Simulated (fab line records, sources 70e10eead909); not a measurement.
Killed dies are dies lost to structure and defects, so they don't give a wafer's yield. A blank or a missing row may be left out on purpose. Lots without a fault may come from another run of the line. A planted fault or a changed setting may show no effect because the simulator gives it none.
A struck lot beside a sound one | flow nand_harc | 18 steps out of a route of 1302
Sound: wafers L154.1, L154.5, L154.6. Struck: wafers L166.3, L166.4, L166.5. The cause comes at the end.
At each step with rows: each side's tool, then ch and its chambers, then its first start. Under that, the readings that differ: sound wafers | struck wafers | difference of the means | sigmas: that difference in standard deviations of wafers without a fault.
alike: readings whose means differ by less than 2 such deviations, and words and numbers that are the same on both sides. not compared: withheld readings, readings that some wafer has no value for, bounds like >300 that may hide the same value, and numbers for which the record gives no deviation and whose values overlap.
The two part at a step that has a row with sigmas, a row that says differs or no value, or rows on one side only. Numbers that don't overlap but have no deviation are shown without sigmas and don't part them. A reading that every wafer of one side lacks parts them only if that side has two wafers or more.

first, 2 steps without rows for these wafers: NHARC_P_STI_SRD_39; NHARC_P_STI_OXIDE_40 (material SiO2, target thk 10 nm, ox time 1362 s).
NHARC_P_STI_INSPECT_25:
  sound on defect_inspect-02, day 4 17:16; struck on defect_inspect-02, day 9 08:53
  alike: raw_defect_count
then, 9 steps without rows for these wafers: NHARC_P_GATE_ETCH_69 (etches SiO2 in dHF, target depth 14 nm); NHARC_P_GATE_PRECLEAN_70 (cleans in SC1); NHARC_P_GATE_SRD_01; NHARC_P_GATE_OXIDE_02 (material SiO2, target thk 37.5 nm, ox time 365 s); NHARC_P_GATE_DEHYDRATE_03 (time 120 s); NHARC_P_GATE_HMDS_04 (time 30 s); NHARC_P_GATE_COAT_05; NHARC_P_GATE_SOFTBAKE_06 (time 95 s); NHARC_P_GATE_EBR_07.
NHARC_P_GATE_EXPOSE_08: exposes mask P HV.
  sound on krf_scanner-01 ch 0, day 5 01:25; struck on krf_scanner-01 ch 0, day 9 19:32
  reading | sound                | struck                     | difference | sigmas
  mask    | P_HV#0 P_HV#0 P_HV#0 | P_HVPW#0 P_HVPW#0 P_HVPW#0 | differs    |
then, 2 steps without rows for these wafers: NHARC_P_GATE_PEB_09 (peb time 85 s); NHARC_P_GATE_DEVELOP_10 (time 70 s).
NHARC_P_GATE_CD_MEAS_11: target cd 1640 nm.
  sound on cd_sem-03 ch 0, day 5 01:34; struck on cd_sem-03 ch 0, day 9 19:41
  reading    | sound                | struck | difference                    | sigmas
  cd_nm (nm) | 1639.5 1638.3 1640.6 | - - -  | no value on the struck wafers |
then, 1 step without rows for these wafers: NHARC_P_GATE_HARDBAKE_12 (time 80 s).
-- the record jumps here: 20 days lie between the struck wafers' starts before and after (it left off in module P_GATE and takes up again in module END, whose first step shown is number 1302 of the route) --
NHARC_END_SORT_01:
  sound on prober-01 ch 0, day 25 03:20; struck on prober-01 ch 0, day 30 02:14
  reading             | sound      | struck      | difference | sigmas
  killed_at_array     | 97 107 102 | 48 52 43    | -54        | -3
  killed_at_periphery | 1 3 7      | 629 625 634 | +626       | +99 or more
  killed_dies         | 98 110 109 | 677 677 677 | +571       | +29
  alike: killed_at_other, killed_open, killed_short

WHERE THEY PART
First at NHARC_P_GATE_EXPOSE_08; last, within this record, at NHARC_END_SORT_01.

WHY: what the simulator had put in
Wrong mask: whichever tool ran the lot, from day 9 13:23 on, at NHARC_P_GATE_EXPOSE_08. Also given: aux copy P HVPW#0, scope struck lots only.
